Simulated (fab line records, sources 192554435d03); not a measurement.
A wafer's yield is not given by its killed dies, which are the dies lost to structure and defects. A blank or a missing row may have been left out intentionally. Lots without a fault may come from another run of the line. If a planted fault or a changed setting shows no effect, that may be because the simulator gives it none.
Split-lot study | flow n5 finfet | 39 wafers read across 7 lots, on a route 1938 steps long

## THE SPLIT
At N5_FIN_CUT_CUT_ETCH_15 (etches Si in HBr/Cl2/O2, target depth 100 nm, bt time 10 s, time 42.4 s), the setting time s was moved away from the recipe's 42.4 s on 15 of the 39 wafers read, by -23.4% to +19.3%. This setting was run at the recipe's value on the other wafers.

The reading comes from the split's own step.

## THE READING
SOC_of_FIN_CUT_COAT_18.thk nm (the simulator's own value, which no gauge read), in nm, at N5_FIN_CUT_CUT_ETCH_15 (etches Si in HBr/Cl2/O2, target depth 100 nm, bt time 10 s, time 42.4 s). There is no usual value for it anywhere in the file. The 24 wafers here that ran the recipe average 169.8 nm, standard deviation 0.7 nm.

wafer  | tool, chamber at the split | time s as run, s | against the recipe | SOC_of_FIN_CUT_COAT_18.thk nm, nm | against lot-mates on the recipe
L075.1 | rie si-04, 2               | 42.4             | recipe             | 169.6                             | -
L075.2 | rie si-04, 3               | 50.58            | +19.3%             | 160.8                             | -8.4
L075.3 | rie si-04, 0               | 42.4             | recipe             | 168.6                             | -
L075.4 | rie si-04, 1               | 42.4             | recipe             | 169.4                             | -
L075.5 | rie si-04, 2               | 50.58            | +19.3%             | 162.8                             | -6.4
L075.6 | rie si-04, 3               | 50.58            | +19.3%             | 160.6                             | -8.6
L077.1 | rie si-02, 1               | 37.16            | -12.4%             | 175.2                             | +5.5
L077.2 | rie si-02, 3               | 42.4             | recipe             | 169                               | -
L077.3 | rie si-02, 0               | 42.4             | recipe             | 170                               | -
L077.4 | rie si-02, 2               | 37.16            | -12.4%             | 175.6                             | +5.9
L077.5 | rie si-02, 2               | 37.16            | -12.4%             | 174.4                             | +4.7
L077.6 | rie si-02, 1               | 42.4             | recipe             | 170.2                             | -
L085.1 | rie si-03, 1               | 42.4             | recipe             | 171.2                             | -
L085.2 | rie si-03, 0               | 32.52            | -23.3%             | 178.6                             | +8.4
L085.3 | rie si-03, 2               | 32.52            | -23.3%             | 179.4                             | +9.2
L085.4 | rie si-03, 3               | 42.4             | recipe             | 170                               | -
L085.5 | rie si-03, 0               | 32.52            | -23.3%             | 179.6                             | +9.4
L085.6 | rie si-03, 3               | 42.4             | recipe             | 169.4                             | -
L090.1 | rie si-04, 0               | 42.4             | recipe             | 169.4                             | -
L090.3 | rie si-04, 2               | 42.4             | recipe             | 169.2                             | -
L090.6 | rie si-04, 1               | 42.4             | recipe             | 168.4                             | -
L095.1 | rie si-04, 0               | 42.4             | recipe             | 169.8                             | -
L095.2 | rie si-04, 1               | 42.4             | recipe             | 170.2                             | -
L095.3 | rie si-04, 2               | 42.4             | recipe             | 170.6                             | -
L095.4 | rie si-04, 3               | 42.4             | recipe             | 170.6                             | -
L095.5 | rie si-04, 3               | 42.4             | recipe             | 169.8                             | -
L095.6 | rie si-04, 0               | 42.4             | recipe             | 169.2                             | -
L096.1 | rie si-04, 2               | 42.4             | recipe             | 171                               | -
L096.2 | rie si-04, 0               | 34.9             | -17.7%             | 176.2                             | +6.1
L096.3 | rie si-04, 3               | 42.4             | recipe             | 170                               | -
L096.4 | rie si-04, 1               | 42.4             | recipe             | 169.2                             | -
L096.5 | rie si-04, 3               | 34.9             | -17.7%             | 177.4                             | +7.3
L096.6 | rie si-04, 0               | 34.9             | -17.7%             | 177                               | +6.9
L097.1 | rie si-03, 3               | 42.4             | recipe             | 169.2                             | -
L097.2 | rie si-03, 2               | 32.49            | -23.4%             | 179.4                             | +9.4
L097.3 | rie si-03, 0               | 42.4             | recipe             | 170.4                             | -
L097.4 | rie si-03, 2               | 42.4             | recipe             | 170.4                             | -
L097.5 | rie si-03, 0               | 32.49            | -23.4%             | 178.4                             | +8.4
L097.6 | rie si-03, 3               | 32.49            | -23.4%             | 178.8                             | +8.8

THE FIT
A straight line over all 39 wafers: SOC_of_FIN_CUT_COAT_18.thk nm changes by -0.409 nm for each +1% of time s; r = -0.99; the points scatter about the line by 0.71 nm.
The same after taking each lot's own level away (the mean of its wafers on the recipe; 39 wafers): -0.392 nm for each +1%; r = -0.99; scatter 0.62 nm.
On that fit, the largest move of time s shifts the reading by 9.2 nm.
The span of the lots' own levels, 169.00 to 170.20 nm, comes to 1.7 times the standard deviation stated above.
Hence the lot-to-lot level has little effect on the slope; both slopes agree.
Check: with one of the wafers moved furthest among these (-23.4%) left out of the fit, the line predicts +9.1 nm for it against its lot-mates. It came out at +9.4 nm against them.

## THESE WAFERS: OTHER SPLITS
Other splits were also applied to these wafers ahead of the reading. Each is held against what the fit with the lots' levels taken away leaves over:
other split on the same wafers    | wafers away from the commonest value | r with SOC_of_FIN_CUT_COAT_18.thk nm (lot level and that fit taken away)
N5_WELL_APT_IMPLANT_31 energy kev | 12                                   | +0.01
N5_FIN_CUT_CUT_ETCH_26 source w   | 12                                   | -0.41

## THE WHOLE CHAIN: every reading that the file lists as answering this split, in the file's order
step                   | what it does                                                            | reading                                                                        | change (the file's fit)               | r (the file's)
N5_FIN_CUT_CUT_ETCH_15 | etches Si in HBr/Cl2/O2, target depth 100 nm, bt time 10 s, time 42.4 s | FIN_CUT.feature depth nm (the simulator's own value, which no gauge read)      | +1.01 nm for each +1% of the setting  | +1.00
N5_FIN_CUT_CUT_ETCH_15 | etches Si in HBr/Cl2/O2, target depth 100 nm, bt time 10 s, time 42.4 s | etch.depth nm (the simulator's own value, which no gauge read)                 | +1.01 nm for each +1% of the setting  | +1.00
N5_FIN_CUT_CUT_ETCH_15 | etches Si in HBr/Cl2/O2, target depth 100 nm, bt time 10 s, time 42.4 s | SOC_of_FIN_CUT_COAT_18.thk nm (the simulator's own value, which no gauge read) | -0.391 nm for each +1% of the setting | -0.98

## FILE'S OWN FIT
SOC_of_FIN_CUT_COAT_18.thk nm changes by -0.391 nm for each +1% of time s, r = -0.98.
